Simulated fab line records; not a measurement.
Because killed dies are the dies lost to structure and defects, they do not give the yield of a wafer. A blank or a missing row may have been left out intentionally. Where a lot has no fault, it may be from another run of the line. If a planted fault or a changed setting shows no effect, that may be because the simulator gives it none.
Matching of chambers	flow nand_harc	4 sister chambers for NHARC_A_STAIRCASE_ETCH_444 on rie_diel-02
The step etches the open film in C4F8/O2, target depth 10200 nm, time 3400 s. 16 wafers are shown with their chamber, then 8 later ones without.

WAFERS PAIRED WITH THEIR CHAMBERS
wafer	chamber	rf_vpp_V (V)	oes_product_au (a.u.)
L076.1	2	814	0.922
L076.4	1	802	0.917
L076.6	0	802	0.923
L078.1	3	810	0.919
L078.2	1	800	0.917
L078.3	0	802	0.919
L079.2	2	814	0.924
L079.4	1	801	0.917
L079.6	1	801	0.917
L087.1	2	816	0.941
L087.2	1	800	0.948
L087.4	3	809	0.943
L091.1	3	810	0.924
L091.2	0	803	0.933
L091.3	1	801	0.939
L089.3	1	801	0.926

SIGNATURES, as means of the wafers listed above
reading	chamber 0	chamber 1	chamber 2	chamber 3	scatter within a chamber
rf_vpp_V	802.33	800.86	814.67	809.67	0.756
oes_product_au	0.92500	0.92586	0.92900	0.92867	0.0116
Rule: distance of a wafer from a chamber = root of the sum over the readings of ((wafer's reading minus chamber's mean) / reading's scatter) squared. If the next closest chamber is less than 2 further off than the closest, the wafer can't be placed; otherwise it belongs to the closest. The scatter: the root of (the sum of the squares of (reading less its chamber's mean) over the shown wafers, divided by (wafers less chambers)).

WAFERS WITHOUT THEIR CHAMBER
wafer	rf_vpp_V (V)	oes_product_au (a.u.)
L089.4	808	0.926
L089.5	811	0.922
L092.1	814	0.920
L092.4	810	0.916
L092.5	814	0.913
L096.1	810	0.920
L096.3	802	0.930
L096.4	814	0.918

EACH ONE'S CHAMBER
wafer	from the rows above	in truth
L089.4	3	3
L089.5	3	3
L092.1	2	2
L092.4	3	3
L092.5	2	2
L096.1	3	3
L096.3	can't be placed: 0 or 1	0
L096.4	2	2
7 of 8 placed correctly. Cannot be placed on the basis of these rows: 1; the candidates contain the true chamber in 1. 0 placed wrongly.
